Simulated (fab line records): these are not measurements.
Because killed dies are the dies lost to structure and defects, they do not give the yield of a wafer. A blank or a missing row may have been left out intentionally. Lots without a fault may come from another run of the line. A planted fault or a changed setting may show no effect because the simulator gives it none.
Matching of chambers :: flow n5Finfet :: N5_MOL_CONTACT_COAG_CO_FILL_22 on cvdCo-01 has 3 sister chambers
The step material Co, precursor CCTBA/H2, target thk 20 nm. 6 wafers are shown with their chamber, then 12 later ones without.

== WAFERS, EACH WITH ITS CHAMBER ==
wafer: L083.1
chamber: 1
heaterPowerW (W): 225
susceptorTempC (C): 200.05

wafer: L086.2
chamber: 1
heaterPowerW (W): 228
susceptorTempC (C): 200.23

wafer: L086.6
chamber: 0
heaterPowerW (W): 224
susceptorTempC (C): 200.08

wafer: L089.1
chamber: 2
heaterPowerW (W): 212
susceptorTempC (C): 199.98

wafer: L089.5
chamber: 0
heaterPowerW (W): 221
susceptorTempC (C): 199.97

wafer: L089.6
chamber: 2
heaterPowerW (W): 207
susceptorTempC (C): 199.84

== WAFERS WHOSE CHAMBER IS MISSING ==
wafer: L090.1
heaterPowerW (W): 221
susceptorTempC (C): 199.70

wafer: L090.3
heaterPowerW (W): 229
susceptorTempC (C): 199.88

wafer: L090.4
heaterPowerW (W): 225
susceptorTempC (C): 199.97

wafer: L092.1
heaterPowerW (W): 226
susceptorTempC (C): 199.64

wafer: L092.2
heaterPowerW (W): 223
susceptorTempC (C): 200.15

wafer: L092.4
heaterPowerW (W): 228
susceptorTempC (C): 200.40

wafer: L093.1
heaterPowerW (W): 206
susceptorTempC (C): 200.08

wafer: L093.3
heaterPowerW (W): 226
susceptorTempC (C): 199.68

wafer: L093.4
heaterPowerW (W): 213
susceptorTempC (C): 200.06

wafer: L096.1
heaterPowerW (W): 226
susceptorTempC (C): 199.98

wafer: L096.4
heaterPowerW (W): 212
susceptorTempC (C): 200.01

wafer: L096.5
heaterPowerW (W): 232
susceptorTempC (C): 199.96

== CHAMBER TAKEN BY EACH ==
wafer: L090.1
from the rows above: can't be placed: 0 or 1 or 2
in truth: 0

wafer: L090.3
from the rows above: can't be placed: 1 or 0
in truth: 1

wafer: L090.4
from the rows above: can't be placed: 0 or 1
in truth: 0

wafer: L092.1
from the rows above: can't be placed: 0 or 1
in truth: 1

wafer: L092.2
from the rows above: can't be placed: 0 or 1
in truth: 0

wafer: L092.4
from the rows above: can't be placed: 1 or 0
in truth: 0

wafer: L093.1
from the rows above: 2
in truth: 2

wafer: L093.3
from the rows above: can't be placed: 0 or 1
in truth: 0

wafer: L093.4
from the rows above: can't be placed: 2 or 0
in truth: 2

wafer: L096.1
from the rows above: can't be placed: 0 or 1
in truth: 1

wafer: L096.4
from the rows above: 2
in truth: 2

wafer: L096.5
from the rows above: can't be placed: 1 or 0
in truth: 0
Correct placement for 2 of the 12. These rows do not allow placing 10 (true chamber among the candidates in 10). Placed wrongly: 0.
How it was worked out, from the rows above alone: a wafer's distance from a chamber is the root of the sum, over the readings, of the square of ((its reading less the chamber's mean) divided by the reading's scatter). If the next closest chamber is less than 2 further off than the closest, the wafer can't be placed; otherwise it belongs to the closest. The mean given for a chamber averages the wafers shown for that chamber. How the scatter is found: for the shown wafers, subtract from each reading the mean of its chamber, square and add these, divide the total by (wafers less chambers), then take the root.
